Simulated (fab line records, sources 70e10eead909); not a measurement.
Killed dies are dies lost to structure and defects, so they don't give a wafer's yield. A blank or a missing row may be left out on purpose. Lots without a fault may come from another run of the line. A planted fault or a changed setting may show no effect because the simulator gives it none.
fab line records | flow nand_harc
record lots=5 wafers=15 last_day=33
route steps=1302 shown A_CHANNEL_HOLE_D1@450 END@1301
lots that met no fault: from a run of the same line without faults
start_h: hours from the record's first day to the start of the lot's first wafer shown | wait_h: hours since the lot's step before | " the same as in the row above | L1.1+2: a row that stands for several wafers | - no value, or no start given | * or withheld: withheld | < > ~ a bound
route shown NAME@n: a module of which the file shows steps, and the number in the route of the first | usual: mean/standard deviation of fault-free wafers | same: alike in all rows | chamber/n: place in a boat | sites: the reading at each site | _std_site: their standard deviation | _edge_site: outer sites' mean less inner sites' | radius_mm: how far each site lies from the wafer's centre | mask NAME#n: copy n | behind: the tool/chamber that last shaped the wafer | hold: why the lot was held/for how many hours/how that ended | device: the transistor (n, p or np) that didn't switch | end of line: the same wafers' tests at the end of the route | a step without rows: its recipe alone | killed: dies lost to structure and defects at the first sort, not the wafer's yield | map: a wafer's dies, x killed, . not, _ none there
set.NAME: the setting as run; set.NAME@STEP: as run at that earlier step | model.NAME: the simulator's own value behind a step, which no gauge read
lots at some steps of the route; a table a step, a row a wafer
services: from which hour (start_h, from the record's first day; less than 0 if before it) a tool's chamber was out of use, for how many hours, and why
## steps
# step NHARC_A_CHANNEL_HOLE_D1_DEP_00
# recipe target_thk_a=31000 temp_c=400 material=aC
# step NHARC_A_CHANNEL_HOLE_D1_DEP_01
# recipe target_thk_a=1400 target_thk_nm=140 temp_c=400 pressure_torr=3.5 flow_sccm=200 rf_w=350 material=SiON
# step NHARC_A_CHANNEL_HOLE_D1_DEHYDRATE_02
# recipe temp_c=150 time_s=120
# step NHARC_A_CHANNEL_HOLE_D1_HMDS_03
# recipe time_s=30
# step NHARC_A_CHANNEL_HOLE_D1_COAT_36
# recipe temp_c=260 time_s=75
# step NHARC_A_CHANNEL_HOLE_D1_COAT_37
# recipe temp_c=225 time_s=65
# step NHARC_A_CHANNEL_HOLE_D1_COAT_04
# recipe spin_rpm=1500 resist_thk_nm=90
# step NHARC_A_CHANNEL_HOLE_D1_SOFTBAKE_05
# recipe temp_c=105 time_s=55
# step NHARC_A_CHANNEL_HOLE_D1_EBR_06
# step NHARC_A_CHANNEL_HOLE_D1_EXPOSE_07
# recipe na=1.35 target_cd_nm=100 sigma_outer=0.3 dose_mj=59.65 mask_id=HOLE_D1
# step NHARC_A_CHANNEL_HOLE_D1_PEB_08
# recipe peb_temp_c=100 peb_time_s=65
# columns lot.wafer tool chamber start_h wait_h
L179.3+4+6 litho_track-01 0 282.19 0.0
L186.1+3+5 litho_track-01 0 344.98 0.1
L188.4+5+6 litho_track-01 0 358.31 0.0
L189.1+3+5 litho_track-01 0 368.88 0.1
L193.1+3+5 litho_track-04 0 407.06 0.1
# step NHARC_A_CHANNEL_HOLE_D1_DEVELOP_09
# recipe develop_time_s=35 dev_temp_c=23
# step NHARC_A_CHANNEL_HOLE_D1_CD_MEAS_10
# recipe target_cd_nm=100 landing_energy_ev=500
# usual cd_nm=100.0/0.49
# columns lot.wafer tool chamber start_h wait_h cd_nm
L179.3 cd_sem-03 0 282.27 - 100.0
L179.4 " 0 " " 100.0
L179.6 " 0 " " 100.7
L186.1 cd_sem-03 0 345.06 - 109.7
L186.3 " 0 " " 99.2
L186.5 " 0 " " 110.5
L188.4 cd_sem-02 0 358.39 - 99.7
L188.5 " 0 " " 109.5
L188.6 " 0 " " 99.4
L189.1 cd_sem-01 0 368.95 - 110.7
L189.3 " 0 " " 99.3
L189.5 " 0 " " 111.4
L193.1 cd_sem-01 0 407.14 - 100.1
L193.3 " 0 " " 99.6
L193.5 " 0 " " 99.9
# step NHARC_A_CHANNEL_HOLE_D1_DESCUM_15
# recipe time_s=3 o2_flow_sccm=200 ar_flow_sccm=0 bias_power_w=0 chemistry=O2
# usual drypump_motor_current_A=5.6/0.56 o2_flow_sccm=200.0/0.57 oes_product_au=1.003/0.0097 rf_vpp_V=57.7/0.91 showerhead_plenum_p_Torr=1.88/0.062 throttle_valve_pct=11.311/0.0094
# columns lot.wafer tool chamber start_h wait_h drypump_motor_current_A o2_flow_sccm oes_product_au rf_hours_counter_h rf_vpp_V showerhead_plenum_p_Torr throttle_valve_pct model.A_CHANNEL_HOLE_D1.cd_nm
L179.4 rie_diel-11 1 282.45 0.1 5.5 200.1 1.000 1 56.2 1.79 11.296 100.9
L179.3 " 0 " " 5.4 200.7 1.017 1 57.4 1.96 11.308 100.3
L179.6 " 1 " " 5.5 200.3 1.001 - 56.8 1.79 11.307 101.5
L186.1 rie_diel-01 2 345.24 0.1 6.0 200.8 0.992 42 58.9 1.97 11.319 109.4
L186.3 " 0 " " 6.0 199.6 0.999 38 57.8 1.90 11.299 99.78
L186.5 " 3 " " 5.3 200.1 1.011 - 57.0 1.84 11.318 110.8
L188.4 rie_diel-11 3 358.59 0.1 6.4 200.7 1.004 8 58.0 1.86 11.315 99.61
L188.5 " 1 " " 5.5 199.1 1.008 - 55.3 1.79 11.319 109.9
L188.6 " 2 " " 4.8 199.8 1.003 - 57.6 1.92 11.315 99.63
L189.1 rie_diel-11 2 369.14 0.1 4.8 199.9 1.012 9 59.5 1.92 11.309 111.3
L189.3 " 1 " " 5.5 198.9 1.006 8 56.8 1.79 11.315 99.67
L189.5 " 3 " " 6.4 199.9 1.000 - 56.9 1.86 11.295 111.1
L193.3 rie_diel-11 3 407.36 0.1 6.4 199.6 1.003 13 59.6 1.86 11.308 100.1
L193.1 " 0 " " 5.4 199.3 1.026 11 58.2 1.96 11.289 100.1
L193.5 " 2 " " 4.8 199.4 1.003 - 57.5 1.92 11.321 100.6
# step NHARC_A_CHANNEL_HOLE_D1_ETCH_38
# recipe target_depth_a=390 over_etch_frac=0.3 time_s=65 ion_energy_ev=80 cf4_flow_sccm=150 ar_flow_sccm=0 rf_w=300 bias_w=100 chemistry=CF4
# step NHARC_A_CHANNEL_HOLE_D1_ETCH_39
# recipe target_depth_a=2600 over_etch_frac=0.3 time_s=325 ion_energy_ev=200 n2_flow_sccm=150 h2_flow_sccm=150 ar_flow_sccm=0 rf_w=400 bias_w=150 chemistry=N2/H2
# step NHARC_A_CHANNEL_HOLE_D1_ETCH_34
# recipe target_depth_a=1540 time_s=77 cf4_flow_sccm=100 chf3_flow_sccm=30 ar_flow_sccm=0 rf_w=500 bias_w=200 chemistry=CF4/CHF3
# step NHARC_A_CHANNEL_HOLE_D1_ETCH_16
# recipe target_depth_a=31000 over_etch_frac=0.3 time_s=806 ion_energy_ev=150 o2_flow_sccm=400 cos_flow_sccm=20 ar_flow_sccm=0 rf_w=500 bias_w=300 chemistry=O2/COS
# step NHARC_A_CHANNEL_HOLE_D1_CD_MEAS_18
# usual cd_nm=100.4/2
# columns lot.wafer tool chamber start_h wait_h cd_nm
L179.3 cd_sem-03 - 283.56 - 103.5
L179.4 " - " " 103.6
L179.6 " - " " 103.7
L186.1 cd_sem-03 - 346.40 - 111.5
L186.3 " - " " 95.3
L186.5 " - " " 107.4
L188.4 cd_sem-01 - 359.68 - 98.7
L188.5 " - " " 114.3
L188.6 " - " " 98.7
L189.1 cd_sem-03 - 370.45 - 112.0
L189.3 " - " " 101.1
L189.5 " - " " 112.1
L193.1 cd_sem-01 - 408.44 - 102.2
L193.3 " - " " 101.0
L193.5 " - " " 101.4
# step NHARC_A_CHANNEL_HOLE_D1_ETCH_19
# recipe bias_v=1200 source_w=2500 pressure_mtorr=15 time_s=34.5 ar_flow_sccm=375 c4f8_flow_sccm=28.8 o2_flow_sccm=96.2 temp_c=-20 target_depth_a=* chemistry=C4F8/O2/Ar
# step NHARC_A_CHANNEL_HOLE_D1_ETCH_20
# recipe bias_v=3000 source_w=withheld pressure_mtorr=20 time_s=361.9 ar_flow_sccm=375 c4f8_flow_sccm=89.3 o2_flow_sccm=35.7 temp_c=-20 target_depth_a=16000 chemistry=C4F8/O2/Ar
# step NHARC_A_CHANNEL_HOLE_D1_ETCH_21
# recipe bias_v=3000 source_w=withheld pressure_mtorr=20 time_s=514.3 ar_flow_sccm=375 c4f8_flow_sccm=89.3 o2_flow_sccm=35.7 temp_c=-20 target_depth_a=16000 chemistry=C4F8/O2/Ar
# step NHARC_A_CHANNEL_HOLE_D1_ETCH_22
# recipe bias_v=3000 source_w=withheld pressure_mtorr=20 time_s=666.7 ar_flow_sccm=375 c4f8_flow_sccm=89.3 o2_flow_sccm=35.7 temp_c=-20 target_depth_a=16000 chemistry=C4F8/O2/Ar
# step NHARC_A_CHANNEL_HOLE_D1_ETCH_23
# recipe bias_v=5000 source_w=withheld pressure_mtorr=20 time_s=819 ar_flow_sccm=375 c4f8_flow_sccm=89.3 o2_flow_sccm=35.7 temp_c=-20 target_depth_a=16000 chemistry=C4F8/O2/Ar
# step NHARC_A_CHANNEL_HOLE_D1_ETCH_24
# recipe bias_v=5000 source_w=withheld pressure_mtorr=20 time_s=906.2 ar_flow_sccm=375 c4f8_flow_sccm=93.8 o2_flow_sccm=31.2 temp_c=-20 target_depth_a=15000 chemistry=C4F8/O2/Ar
# step NHARC_A_CHANNEL_HOLE_D1_ETCH_25
# recipe bias_v=5000 source_w=withheld pressure_mtorr=20 time_s=1040.2 ar_flow_sccm=375 c4f8_flow_sccm=93.8 o2_flow_sccm=31.2 temp_c=-20 target_depth_a=15000 chemistry=C4F8/O2/Ar
# step NHARC_A_CHANNEL_HOLE_D1_ETCH_26
# recipe bias_v=300 source_w=2000 pressure_mtorr=30 time_s=224.1 ar_flow_sccm=375 c4f8_flow_sccm=11.4 o2_flow_sccm=113.6 temp_c=-20 target_depth_a=3000 chemistry=C4F8/O2/Ar
# step NHARC_A_CHANNEL_HOLE_D1_ETCH_33
# recipe bias_v=400 source_w=2000 pressure_mtorr=25 time_s=90 ar_flow_sccm=375 c4f8_flow_sccm=41.7 o2_flow_sccm=83.3 temp_c=-20 target_depth_a=4000 chemistry=C4F8/O2/Ar
# step NHARC_A_CHANNEL_HOLE_D1_STRIP_41
# recipe n2_flow_sccm=150 h2_flow_sccm=150 ar_flow_sccm=0 bias_w=0 chemistry=N2/H2
# step NHARC_A_CHANNEL_HOLE_D1_STRIP_42
# recipe cf4_flow_sccm=100 chf3_flow_sccm=30 ar_flow_sccm=0 bias_w=0 chemistry=CF4/CHF3
# step NHARC_A_CHANNEL_HOLE_D1_STRIP_43
# recipe o2_flow_sccm=400 cos_flow_sccm=20 ar_flow_sccm=0 bias_w=0 chemistry=O2/COS
# step NHARC_A_CHANNEL_HOLE_D1_ETCH_44
# recipe target_depth_a=1400 overetch_a=140 time_s=77 ion_energy_ev=100 cf4_flow_sccm=80 o2_flow_sccm=20 ar_flow_sccm=0 rf_w=300 bias_w=100 chemistry=CF4/O2
# usual drypump_motor_current_A=5.5/0.55 o2_flow_sccm=20.01/0.057 oes_f_703_au=1.000/0.0047 oes_product_au=1.004/0.01 rf_vpp_V=197.5/1.3 showerhead_plenum_p_Torr=1.32/0.048 throttle_valve_pct=13.397/0.009
# columns lot.wafer tool chamber start_h wait_h drypump_motor_current_A o2_flow_sccm oes_f_703_au oes_product_au rf_hours_counter_h rf_vpp_V showerhead_plenum_p_Torr throttle_valve_pct model.A_CHANNEL_HOLE_D1.cd_nm
L179.3 rie_diel-11 2 288.38 0.0 4.8 19.90 1.006 0.999 2 198.4 1.34 13.394 90.7
L179.4 " 3 " " 6.4 19.99 0.997 0.989 2 197.8 1.30 13.402 89.98
L179.6 " 2 " " 4.8 19.92 1.002 1.001 - 197.2 1.34 13.412 91.8
L186.3 rie_diel-11 1 351.21 0.1 5.5 20.02 1.004 1.006 7 197.1 1.25 13.402 89.9
L186.1 " 2 " " 4.8 20.02 1.000 1.002 8 197.6 1.34 13.402 99.81
L186.5 " 2 " " 4.8 19.92 1.003 0.992 - 198.3 1.34 13.397 101.8
L188.4 rie_diel-11 1 364.47 0.1 5.5 20.01 0.997 1.016 8 195.2 1.25 13.392 89.03
L188.5 " 0 " " 5.3 20.00 1.004 1.006 - 198.0 1.36 13.393 98.32
L188.6 " 1 " " 5.5 20.11 1.006 1.014 - 194.3 1.25 13.387 90.09
L189.3 rie_diel-11 2 375.25 0.1 4.8 20.10 1.004 1.013 10 198.1 1.34 13.394 91.5
L189.1 " 3 " " 6.4 20.01 0.999 0.999 10 198.6 1.30 13.393 99.42
L189.5 " 2 " " 4.8 20.08 0.998 0.999 - 197.7 1.34 13.400 101
L193.1 rie_diel-11 2 413.25 0.1 4.8 20.10 1.002 1.013 13 197.2 1.34 13.381 90.13
L193.3 " 3 " " 6.4 19.92 0.985 0.996 14 196.7 1.30 13.390 88.21
L193.5 " 1 " " 5.5 19.98 0.997 1.003 - 195.7 1.25 13.376 89.15
# step NHARC_A_CHANNEL_HOLE_D1_STRIP_27
# recipe o2_flow_sccm=500 ar_flow_sccm=0 bias_w=0 chemistry=O2
# step NHARC_A_CHANNEL_HOLE_D1_PRECLEAN_28
# recipe time_s=* temp_c=50 bath_age_min=0 chemistry=SC1
# step NHARC_A_CHANNEL_HOLE_D1_SRD_29
# step NHARC_A_CHANNEL_HOLE_D1_CD_MEAS_30
# usual cd_nm=89.8/1.1
# columns lot.wafer tool chamber start_h wait_h cd_nm
L179.3 cd_sem-03 - 289.19 - 90.8
L179.4 " - " " 90.8
L179.6 " - " " 92.1
L186.1 cd_sem-01 - 352.01 - 100.5
L186.3 " - " " 90.3
L186.5 " - " " 102.5
L188.4 cd_sem-01 - 365.31 0.1 89.5
L188.5 " - " " 98.5
L188.6 " - " " 90.1
L189.1 cd_sem-03 - 376.04 - 99.7
L189.3 " - " " 91.3
L189.5 " - " " 101.0
L193.1 cd_sem-03 - 414.03 - 90.4
L193.3 " - " " 88.3
L193.5 " - " " 89.2
# step NHARC_A_CHANNEL_HOLE_D1_XSEM_31
# recipe landing_energy_ev=35000
# usual bot_cd_nm=74.4/1.3 bow_nm=8.7/0.32 tilt_deg=0.08/0.038
# columns lot.wafer tool chamber start_h wait_h bot_cd_nm bow_nm tilt_deg
L179.3 xsem-01 0 289.28 0.1 75.9 8.6 0.09
L179.4 " 0 " " 75.8 8.6 0.08
L179.6 " 0 " " 76.4 8.6 0.08
L186.1 xsem-02 0 352.10 0.1 85.9 8.4 0.06
L186.3 " 0 " " 74.9 8.5 0.06
L186.5 " 0 " " 87.1 8.4 0.06
L188.4 xsem-02 0 365.41 0.1 73.3 8.4 0.08
L188.5 " 0 " " 83.5 8.4 0.07
L188.6 " 0 " " 75.0 8.4 0.07
L189.1 xsem-02 0 376.13 0.1 84.0 8.3 0.14
L189.3 " 0 " " 75.4 8.3 0.14
L189.5 " 0 " " 84.9 8.3 0.14
L193.1 xsem-01 0 414.12 0.1 75.1 9.6 0.12
L193.3 " 0 " " 73.2 9.6 0.12
L193.5 " 0 " " 74.9 9.6 0.12
# step NHARC_END_WLT_00
# usual VT_DECK1_BOTTOM=0.874/0.0087 VT_DECK1_BOTTOM_INNER=0.874/0.009 VT_DECK1_MEDIAN_NEAR_BOTTOM=0.875/0.0094 VT_DECK1_MEDIAN_NEAR_BOTTOM_INNER=0.874/0.01 VT_DECK1_MIDDLE=0.887/0.01 VT_DECK1_MIDDLE_INNER=0.887/0.0092 VT_DECK1_TOP=0.899/0.01 VT_DECK1_TOP_INNER=0.899/0.0094 VT_DECK2_BOTTOM=0.875/0.0076 VT_DECK2_BOTTOM_INNER=0.876/0.0072 VT_DECK2_MEDIAN_NEAR_BOTTOM=0.876/0.0075 VT_DECK2_MEDIAN_NEAR_BOTTOM_INNER=0.877/0.0082 VT_DECK2_MIDDLE=0.889/0.0073 VT_DECK2_MIDDLE_INNER=0.889/0.0081 VT_DECK2_TOP=0.901/0.0074 VT_DECK2_TOP_INNER=0.901/0.0073
# columns lot.wafer tool chamber start_h wait_h VT_DECK1_BOTTOM VT_DECK1_BOTTOM_INNER VT_DECK1_MEDIAN_NEAR_BOTTOM VT_DECK1_MEDIAN_NEAR_BOTTOM_INNER VT_DECK1_MIDDLE VT_DECK1_MIDDLE_INNER VT_DECK1_TOP VT_DECK1_TOP_INNER VT_DECK2_BOTTOM VT_DECK2_BOTTOM_INNER VT_DECK2_MEDIAN_NEAR_BOTTOM VT_DECK2_MEDIAN_NEAR_BOTTOM_INNER VT_DECK2_MIDDLE VT_DECK2_MIDDLE_INNER VT_DECK2_TOP VT_DECK2_TOP_INNER
L179.3 prober-01 - 661.60 1.1 0.872 0.875 0.879 0.878 0.892 0.891 0.897 0.890 0.877 0.882 0.878 0.883 0.904 0.900 0.899 0.902
L179.4 " - " " 0.873 0.872 0.881 0.873 0.884 0.895 0.890 0.899 0.876 0.878 0.876 0.882 0.893 0.886 0.905 0.900
L179.6 " - 663.11 2.6 0.869 0.879 0.877 0.888 0.896 0.880 0.896 0.902 0.872 0.880 0.880 0.880 0.889 0.886 0.897 0.910
L186.1 prober-02 - 729.10 0.1 0.895 0.904 0.906 0.893 0.927 0.907 0.927 0.919 0.875 0.875 0.868 0.873 0.886 0.891 0.896 0.904
L186.3 " - " " 0.875 0.881 0.878 0.876 0.886 0.900 0.900 0.903 0.875 0.876 0.873 0.866 0.883 0.874 0.900 0.889
L186.5 " - " " 0.903 0.910 0.911 0.908 0.912 0.912 0.927 0.926 0.869 0.870 0.870 0.870 0.881 0.883 0.895 0.900
L189.1 prober-01 - 748.11 0.0 0.919 0.924 0.923 0.938 0.930 0.933 0.949 0.939 0.873 0.876 0.869 0.872 0.887 0.882 0.897 0.900
L189.3 " - 749.11 1.0 0.902 0.899 0.897 0.910 0.927 0.906 0.923 0.924 0.873 0.873 0.875 0.872 0.886 0.880 0.898 0.903
L189.5 " - 750.11 2.0 0.923 0.923 0.933 0.937 0.941 0.936 0.946 0.944 0.878 0.876 0.877 0.879 0.894 0.891 0.897 0.892
L188.4 prober-01 - 757.48 9.4 0.866 0.870 0.871 0.868 0.888 0.880 0.895 0.900 0.872 0.871 0.876 0.884 0.887 0.898 0.905 0.902
L188.5 " - " " 0.896 0.895 0.892 0.900 0.907 0.907 0.914 0.919 0.881 0.875 0.875 0.881 0.882 0.888 0.914 0.902
L188.6 " - " " 0.876 0.871 0.873 0.877 0.893 0.882 0.901 0.894 0.878 0.881 0.881 0.878 0.887 0.897 0.905 0.897
L193.1 prober-01 - 793.14 0.0 0.879 0.877 0.871 0.869 0.869 0.884 0.890 0.895 0.860 0.867 0.868 0.862 0.878 0.882 0.888 0.901
L193.3 " - 794.14 1.0 0.856 0.861 0.864 0.857 0.885 0.877 0.891 0.893 0.860 0.859 0.874 0.863 0.882 0.881 0.891 0.891
L193.5 " - 795.14 2.0 0.859 0.862 0.869 0.860 0.869 0.883 0.890 0.896 0.864 0.865 0.866 0.870 0.879 0.877 0.889 0.900
# step NHARC_END_SORT_01
# recipe temp_c=25
# usual killed_at_array=63/17 killed_at_other=0.8/1.1 killed_at_periphery=3.5/3 killed_dies=67/17 killed_open=3.1/1.6 killed_short=2.6/1.4
# same gross_dies=677
# columns lot.wafer tool chamber start_h wait_h killed_at_array killed_at_other killed_at_periphery killed_dies killed_open killed_short
L186.1 prober-02 0 732.06 2.5 77 0 2 79 4 2
L189.1 prober-01 0 751.10 2.5 84 0 1 85 5 2
L189.5 prober-01 0 754.36 3.8 114 1 1 116 1 3
L188.5 prober-01 0 762.16 3.7 58 0 2 60 0 3
# killed by level:class
L186.1 A_SLIT:chamber_film_flake=23 A_CHANNEL_HOLE_D2:chamber_film_flake=18 A_CHANNEL_HOLE_D1:area_peb=13 A_CHANNEL_HOLE_D1:chamber_film_flake=9 A_CONTACT:chamber_film_flake=5 A_CHANNEL_FILL_D2:chamber_film_flake=2 P_CONTACT:geometric_particle:open=1 A_CHANNEL_FILL_D1:geometric_particle:open=1
L189.1 A_CHANNEL_HOLE_D1:chamber_film_flake=31 A_SLIT:chamber_film_flake=29 A_CONTACT:chamber_film_flake=5 A_CHANNEL_HOLE_D2:chamber_film_flake=3 A_CHANNEL_HOLE_D1:area_peb=3 A_STAIRCASE:chamber_film_flake=2 A_ONON_D1:geometric_particle:short=1 A_ONON_D1:geometric_particle:open=1
L189.5 A_SLIT:chamber_film_flake=39 A_CHANNEL_HOLE_D1:chamber_film_flake=35 A_CHANNEL_HOLE_D1:area_peb=12 A_CONTACT:chamber_film_flake=7 A_BLC:chamber_film_flake=5 A_DECK1_JOINT:chamber_film_flake=3 A_CHANNEL_HOLE_D2:chamber_film_flake=3 A_CHANNEL_FILL_D2:chamber_film_flake=2
L188.5 A_CHANNEL_HOLE_D2:chamber_film_flake=25 A_CHANNEL_HOLE_D1:area_peb=11 A_CHANNEL_HOLE_D1:chamber_film_flake=6 A_STAIRCASE:chamber_film_flake=6 A_SLIT:chamber_film_flake=5 A_CONTACT:chamber_film_flake=2 A_ONON_D1:geometric_particle:short=1 A_CHANNEL_FILL_D2:geometric_particle:short=1
## services
# columns tool chamber start_h hours kind
rie_diel-11 0 264.50 - clean
rie_diel-11 1 264.50 - clean
rie_diel-11 2 264.50 - clean
rie_diel-11 3 264.50 - clean
rie_diel-11 0 289.31 - clean
rie_diel-11 1 289.31 - clean
rie_diel-11 2 289.31 - clean
rie_diel-11 3 289.31 - clean
rie_diel-01 2 290.69 1.6 repair
rie_diel-11 0 313.81 - clean
rie_diel-11 1 313.81 - clean
rie_diel-11 2 313.81 - clean
rie_diel-11 3 313.81 - clean
rie_diel-11 0 329.61 7.2 repair
litho_track-01 - 330.00 7.0 pm
rie_diel-11 0 338.31 - clean
rie_diel-11 1 338.31 - clean
rie_diel-11 2 338.31 - clean
rie_diel-11 3 338.31 - clean
rie_diel-11 0 362.81 - clean
xsem-01 - 374.00 14.0 pm
litho_track-04 - 378.00 7.0 pm
rie_diel-01 - 380.84 9.0 pm
rie_diel-11 - 386.13 0.5 repair
## key
first_sign step=NHARC_A_CHANNEL_HOLE_D1_CD_MEAS_10 reading=cd_nm direction=up sigmas=21 usual=100.0 struck=110.4
effect step=NHARC_A_CHANNEL_HOLE_D1_CD_MEAS_18 reading=cd_nm direction=up sigmas=5.5 usual=100.4 struck=111.5
effect step=NHARC_A_CHANNEL_HOLE_D1_CD_MEAS_30 reading=cd_nm direction=up sigmas=9.4 usual=89.8 struck=100.4
effect step=NHARC_A_CHANNEL_HOLE_D1_XSEM_31 reading=bot_cd_nm direction=up sigmas=8.6 usual=74.4 struck=85.1
effect step=NHARC_END_WLT_00 reading=VT_DECK1_BOTTOM_INNER direction=up sigmas=4.2 usual=0.874 struck=0.911
model_effect step=NHARC_A_CHANNEL_HOLE_D1_DESCUM_15 value=A_CHANNEL_HOLE_D1.cd_nm without=99.98 struck=110.5
model_effect step=NHARC_A_CHANNEL_HOLE_D1_ETCH_44 value=A_CHANNEL_HOLE_D1.cd_nm without=89.56 struck=100.1
met_at NHARC_A_CHANNEL_HOLE_D1_PEB_08
struck_wafers L186.1,L186.5,L188.5,L189.1,L189.5
tester_left_out L186,L188,L189
onset_between 282.19 344.98
fault kind=process_parameter_drift tool=litho_track-01 chamber=- onset_h=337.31 steps=NHARC_A_CHANNEL_HOLE_D1_PEB_08 channel=peb_time_s offset=* shape=step end_h=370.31 scope=struck_wafers_only acts_in=* stated=*
# tester_left_out: of these lots the tester's yield and bins aren't shown, on N5 and GAA mostly nor the transistor test; their killed dies are dies lost to structure and defects alone, not to doping, threshold or leakage, so they don't give the yield
